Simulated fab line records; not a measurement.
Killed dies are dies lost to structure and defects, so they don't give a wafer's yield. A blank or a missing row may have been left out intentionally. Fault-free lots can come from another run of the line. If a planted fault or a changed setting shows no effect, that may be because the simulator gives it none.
Split-lot trial    flow n5Finfet    7 lots, 21 wafers read, on a route of 1938 steps

== ON THE SPLIT ==
At N5_DUMMY_GATE_ETCH_32 (etches SiO2 in CF4, target depth 3.5 nm, time 3.9 s), the setting timeS was moved away from the recipe's 3.9 s on 6 of the 21 wafers read, by -17.5% to -10.9%. This setting was run at the recipe's value on the other wafers.

The reading comes from the split's own step.

== THE READING ==
etch.depthNm (the simulator's own value, which no gauge read), in nm, at N5_DUMMY_GATE_ETCH_32 (etches SiO2 in CF4, target depth 3.5 nm, time 3.9 s). The file does not state a usual value for it. Across the 15 wafers here that went through the recipe, the average is 3.503 nm and the standard deviation 0.048 nm.

wafer   tool, chamber at the split  timeS as run, s  against the recipe  etch.depthNm, nm  against lot-mates on the recipe
L074.1  rieSi-05, 3                 3.9              recipe              3.492             -
L074.3  rieSi-05, 0                 3.9              recipe              3.558             -
L074.5  rieSi-05, 2                 3.9              recipe              3.499             -
L075.3  rieSi-05, 0                 3.9              recipe              3.547             -
L075.5  rieSi-05, 3                 3.9              recipe              3.474             -
L075.6  rieSi-05, 0                 3.9              recipe              3.568             -
L076.2  rieSi-04, 3                 3.9              recipe              3.516             -
L076.4  rieSi-04, 0                 3.467            -11.1%              3.199             -0.317
L076.6  rieSi-04, 3                 3.467            -11.1%              3.122             -0.394
L077.1  rieSi-04, 3                 3.474            -10.9%              3.113             -0.376
L077.2  rieSi-04, 0                 3.474            -10.9%              3.163             -0.326
L077.5  rieSi-04, 2                 3.9              recipe              3.489             -
L084.3  rieSi-05, 2                 3.216            -17.5%              2.9               -0.628
L084.4  rieSi-05, 0                 3.216            -17.5%              2.94              -0.588
L084.5  rieSi-05, 3                 3.9              recipe              3.528             -
L086.1  rieSi-03, 2                 3.9              recipe              3.485             -
L086.3  rieSi-03, 0                 3.9              recipe              3.38              -
L086.5  rieSi-03, 3                 3.9              recipe              3.47              -
L096.4  rieSi-05, 1                 3.9              recipe              3.576             -
L096.5  rieSi-05, 3                 3.9              recipe              3.501             -
L096.6  rieSi-05, 2                 3.9              recipe              3.469             -

THE FIT
A straight line over all 21 wafers: etch.depthNm changes by +0.0328 nm for each +1% of timeS; r = +0.98; the points scatter about the line by 0.046 nm.
The same after taking each lot's own level away (the mean of its wafers on the recipe; 21 wafers): +0.0336 nm for each +1%; r = +0.99; scatter 0.038 nm.
Per that fit: largest timeS move, reading shift of 0.59 nm.
The span of the lots' own levels, 3.4450 to 3.5297 nm, comes to 1.8 times the standard deviation stated above.
The two slopes agree, so the slope changes little with the lot-to-lot level.
Check: with one of the wafers moved furthest among these (-17.5%) left out of the fit, the line predicts -0.573 nm for it against its lot-mates. Against them it came out at -0.628 nm.

== FURTHER SPLITS ON THESE WAFERS ==
Before the reading, these wafers also passed through other splits. Each is held against what the fit with the lots' levels taken away leaves over:
other split on the same wafers  wafers away from the commonest value  r with etch.depthNm (lot level and that fit taken away)
N5_ZERO_LAYER_COAT_05 spinRpm   8                                     +0.13
N5_ZERO_LAYER_EXPOSE_08 doseMj  6                                     -0.14
N5_FIN_SAQP_PEB_14 pebTimeS     5                                     +0.06
N5_FIN_SAQP_FIN_ETCH_36 biasW   7                                     -0.46
N5_DUMMY_GATE_HM_DEP_06 timeS   12                                    +0.00
N5_DUMMY_GATE_COAT_28 spinRpm   6                                     +0.23

== FILE'S OWN FIT ==
etch.depthNm changes by +0.0335 nm for each +1% of timeS, r = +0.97.
